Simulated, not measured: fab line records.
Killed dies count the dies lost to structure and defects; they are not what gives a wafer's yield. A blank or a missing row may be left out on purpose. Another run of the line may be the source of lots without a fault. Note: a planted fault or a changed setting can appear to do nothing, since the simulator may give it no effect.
Problem report in the 8D (eight disciplines) form, filled by code | flow nandHarc | the parts of the form that need people (team, actions taken, sign-off) are left out

== 1. THE ISSUE ==
Wafers without a fault read 31, standard deviation 12; killedAtArray at NHARC_END_SORT_01 reads a mean of 674 on 6 wafers belonging to 2 lots. Relative to the usual mean, that is a shift of +54 standard deviations.
First observed at day 21 20:56: wafer L917.1, on prober-02. Wafers with a number at this step in the record: 6, from 2 lots. The rule behind "out" and "out of limits": a value lying over 4 standard deviations away from the usual mean. All remaining wafers that have a number are taken as sound.

== 2. WHAT IT IS; WHAT IT IS NOT ==
question                    | is                        | is not
which readings at this step | killedAtArray, killedDies | killedAtOther, killedAtPeriphery, killedShort
which lots                  | L917, L919                | -
which wafers of those lots  | all that have a number    | -
read on which gauges        | prober-01, prober-02      | -
when                        | from day 21 20:56         | up to then (0 sound wafers)

== 3. WHAT RULES OUT EACH SUSPECT ==
Counting: a tool stays on the suspect list if, at a process step up to the reading, it processed all lots that are out and no sound lot following the first of them.
- the gauge at NHARC_END_SORT_01: ruled out. 2 gauges (prober-01, prober-02) read the wafers that are out.
- rieDiel-03 at NHARC_A_SGD_CUT_ETCH_59 (etches the open film in N2/H2, target depth 260 nm, time 406.25 s): kept. It ran every lot that is out, first L917 (day 15 21:26), and no sound lot after that.
- rieDiel-03 at NHARC_A_SGD_CUT_STRIP_17 (strips in O2): kept. It ran every lot that is out, first L917 (day 16 01:23), and no sound lot after that. With no start given for some of its lots, NHARC_A_SGD_CUT_STRIP_17 uses the hours and lot order of NHARC_A_SGD_CUT_ETCHBACK_24.
- rieDiel-03 at NHARC_A_SGD_CUT_ETCHBACK_24 (etches the open film in CH3F/O2, target depth 50 nm, time 92.857 s): kept. It ran every lot that is out, first L917 (day 16 01:23), and no sound lot after that.
rieDiel-03 at NHARC_A_SGD_CUT_ETCH_59, rieDiel-03 at NHARC_A_SGD_CUT_STRIP_17 and rieDiel-03 at NHARC_A_SGD_CUT_ETCHBACK_24 are what is left after counting.

== 4. THE CAUSE (what the simulator had put in) ==
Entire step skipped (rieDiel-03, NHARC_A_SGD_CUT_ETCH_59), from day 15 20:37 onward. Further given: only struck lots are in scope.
After counting, 3 suspects remain, this tool included.

== 5. THE CHAIN OF EFFECTS, in route order ==
Rows list readings where the struck wafers' mean (over those with a number) sits beyond 3 standard deviations from the usual. Scope: only readings with a usual standard deviation given in the record; hours: median across lots of the time from each lot's start at the first step in this table that gives one to its start at this step; sigmas: change in usual standard deviations.
hours | step              | reading       | usual | on struck wafers | change | sigmas
0     | NHARC_END_SORT_01 | killedAtArray | 31    | 674              | +644   | +54
0     | NHARC_END_SORT_01 | killedDies    | 35    | 677              | +642   | +54
Readings that are blank on the struck wafers while sound wafers have them: biasW at NHARC_A_SGD_CUT_ETCH_59; chamberPressureMTorr at NHARC_A_SGD_CUT_ETCH_59; drypumpMotorCurrentA at NHARC_A_SGD_CUT_ETCH_59; mfcArSccm at NHARC_A_SGD_CUT_ETCH_59; oesProductAu at NHARC_A_SGD_CUT_ETCH_59; rfVppV at NHARC_A_SGD_CUT_ETCH_59; showerheadPlenumPTorr at NHARC_A_SGD_CUT_ETCH_59; throttleValvePct at NHARC_A_SGD_CUT_ETCH_59.

== 6. HOW IT WOULD HAVE BEEN CAUGHT EARLIER ==
144 hours passed between the start of the fault at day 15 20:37 and the first reading out of limits at a measuring or inspecting step in this record, taken at day 21 20:56.
At NHARC_A_SGD_CUT_ETCH_59 the tool's readings are blank on the struck wafers, where sound wafers have them: an empty tool record is the first sign, and it was there at once.
All the lots that are out (2) had begun NHARC_A_SGD_CUT_ETCH_59 on rieDiel-03 by day 21 20:56. None of them would have been spared by holding the tool at that moment.
